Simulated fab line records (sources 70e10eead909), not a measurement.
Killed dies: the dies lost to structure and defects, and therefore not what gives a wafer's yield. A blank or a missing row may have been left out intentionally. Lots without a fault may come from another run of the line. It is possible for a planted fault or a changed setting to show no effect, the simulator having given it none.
A lot that was struck, set against a sound lot ; flow nand harc ; 14 steps out of a route of 1159
Sound: these wafers, L147.1, L147.2, L147.3. Struck: wafer L158.2; the same lot's L158.6 was not struck, so it is left out; see the end for the cause.
For every step that has rows: the tool of each side, followed by ch and its chambers, followed by its first start. Under that, the readings that differ: sound wafers ; struck wafers ; difference of the means ; sigmas: that difference in standard deviations of wafers without a fault.
alike: readings whose means differ by less than 2 such deviations, and words and numbers that are the same on both sides. not compared: withheld readings, readings that some wafer has no value for, bounds like >300 that may hide the same value, and numbers for which the record gives no deviation and whose values overlap.
Wherever a step has rows on one side only, a row that says differs or no value, or a row with sigmas, the two part there. Non-overlapping numbers with no deviation appear without sigmas and do not part them. A reading missing from all wafers of one side parts the sides only when that side holds two or more wafers.

first, 1 step without rows for these wafers: NHARC_A_STAIRCASE_HARDBAKE_311 (time 140 s).
NHARC_A_STAIRCASE_DESCUM_312: chemistry O2, time 3 s.
  sound on rie diel-11 ch 0,1,2, day 11 23:40; struck on rie diel-03 ch 0, day 15 12:35
reading;sound;struck;difference;sigmas
rf hours counter h (h);25 24 17;44;+22;
  alike: drypump motor current A, oes product au, rf vpp V, showerhead plenum p Torr, throttle valve pct
then, 1 step without rows for these wafers: NHARC_A_STAIRCASE_ETCH_313 (etches the open film in CF4/CHF3).
NHARC_A_STAIRCASE_HM_OPEN_463: chemistry O2/COS.
  sound: rie diel-11 ch 1,2,3; struck: rie diel-03 ch 3
reading;sound;struck;difference;sigmas
rf hours counter h (h);24 24 25;48;+24;
throttle valve pct (%);28.349 28.345 28.329;28.323;-0.018;-2
  alike: drypump motor current A, oes product au, rf vpp V, showerhead plenum p Torr
then, 2 steps without rows for these wafers: NHARC_A_STAIRCASE_STRIP_464 (strips in O2/COS); NHARC_A_STAIRCASE_ETCH_453 (etches the open film in CF4/O2, target depth 30 nm, overetch 3 nm, time 16.5 s).
NHARC_A_STAIRCASE_ETCH_315: etches the open film in C4F8/O2/Ar, target depth 2500 nm, time 607.1 s.
  sound: rie diel-11 ch 0,2,3; struck: rie diel-03 ch 3
reading;sound;struck;difference;sigmas
rf hours counter h (h);17 24 25;48;+26;
  alike: oes product au, rf vpp V
NHARC_A_STAIRCASE_STRIP_316: strips in O2.
  sound: rie diel-11 ch 0,2,3; struck: rie diel-03 ch 3
reading;sound;struck;difference;sigmas
rf hours counter h (h);25 17 24;48;+26;
  alike: drypump motor current A, oes product au, rf vpp V, showerhead plenum p Torr, throttle valve pct
then, 3 steps without rows for these wafers: NHARC_A_STAIRCASE_STRIP_317 (strips in SPM, time 900 s); NHARC_A_STAIRCASE_PRECLEAN_318 (cleans in SC1); NHARC_A_STAIRCASE_SRD_329.
NHARC_A_STAIRCASE_ALD_415: deposits SiO2, target thk 30 nm, pulse time 6 s, ald cycles 300.
  sound on ald hk-01 ch 1,2,3, day 12 01:49; struck on ald hk-03 ch 3, day 15 15:08
reading;sound;struck;difference;sigmas
ald cycles;300 300 300;381;+81;
  alike: heater power outer w, heater power w, precursor pulse height rel
NHARC_A_STAIRCASE_ETCHBACK_416: etches the open film in C4F8/O2/Ar, target depth 36 nm, time 7.2 s.
  sound: rie diel-03 ch 0,2,3; struck: rie diel-03 ch 3
reading;sound;struck;difference;sigmas
oes product au (a.u.);0.99 1.00 1.00;0.91;-0.09;-3
rf hours counter h (h);15 17 13;49;+34;
  alike: rf vpp V
-- jump in the record: it breaks off in module A_STAIRCASE and resumes in module END (first step shown: number 1159 of the route), and 7 days separate the struck wafers' starts before and after --
NHARC_END_SORT_01:
  the record has rows for the struck wafers here (prober-01 ch 0, day 22 22:37) and none for the sound ones

WHERE THEY PART
At NHARC_A_STAIRCASE_HM_OPEN_463 first; at NHARC_END_SORT_01 last (within this record only).

WHY: what the simulator had put in
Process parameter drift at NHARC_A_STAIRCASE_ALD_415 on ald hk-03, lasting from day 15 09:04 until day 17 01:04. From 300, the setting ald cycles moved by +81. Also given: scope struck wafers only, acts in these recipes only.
